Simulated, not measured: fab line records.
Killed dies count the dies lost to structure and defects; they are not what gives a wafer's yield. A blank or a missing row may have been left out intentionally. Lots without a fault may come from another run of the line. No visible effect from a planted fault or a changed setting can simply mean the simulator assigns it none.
Matching of chambers :: flow n5_finfet :: 4 sister chambers for N5_MOL_CONTACT_COAG_ETCH_110 on rie_diel-04
The step etches Si in CF4/O2, target depth 2.5 nm, time 8 s. 4 wafers are shown with their chamber, then 10 later ones without.

EACH WAFER AND ITS CHAMBER
wafer: L082.3
chamber: 0
drypump_motor_current_A (A): 4.9

wafer: L082.6
chamber: 2
drypump_motor_current_A (A): 6.8

wafer: L083.1
chamber: 1
drypump_motor_current_A (A): 5.7

wafer: L083.2
chamber: 3
drypump_motor_current_A (A): 5.8

WAFERS WHOSE CHAMBER IS MISSING
wafer: L083.3
drypump_motor_current_A (A): 4.9

wafer: L084.3
drypump_motor_current_A (A): 5.7

wafer: L084.4
drypump_motor_current_A (A): 5.8

wafer: L084.6
drypump_motor_current_A (A): 4.9

wafer: L089.2
drypump_motor_current_A (A): 5.8

wafer: L089.3
drypump_motor_current_A (A): 6.8

wafer: L089.5
drypump_motor_current_A (A): 5.0

wafer: L090.1
drypump_motor_current_A (A): 5.8

wafer: L090.3
drypump_motor_current_A (A): 6.7

wafer: L090.6
drypump_motor_current_A (A): 5.7

THE CHAMBER EACH PASSED THROUGH
wafer: L083.3
from the rows above: 0
in truth: 0

wafer: L084.3
from the rows above: 1
in truth: 1

wafer: L084.4
from the rows above: 3
in truth: 3

wafer: L084.6
from the rows above: 0
in truth: 0

wafer: L089.2
from the rows above: 3
in truth: 3

wafer: L089.3
from the rows above: 2
in truth: 2

wafer: L089.5
from the rows above: 0
in truth: 0

wafer: L090.1
from the rows above: 3
in truth: 3

wafer: L090.3
from the rows above: 2
in truth: 2

wafer: L090.6
from the rows above: 1
in truth: 1
Placed correctly: 10 of 10. Can't be placed from these rows: 0. Placed wrongly: 0.
How it was worked out, from the rows above alone: a wafer's distance from a chamber is the root of the sum, over the readings, of the square of ((its reading less the chamber's mean) divided by the reading's scatter). If the next closest chamber is less than 2 further off than the closest, the wafer can't be placed; otherwise it belongs to the closest. For every chamber, the mean is computed from those of its wafers that are shown. The scatter: root of mean squared gap, hidden wafer to nearest shown wafer, with one shown wafer a chamber.
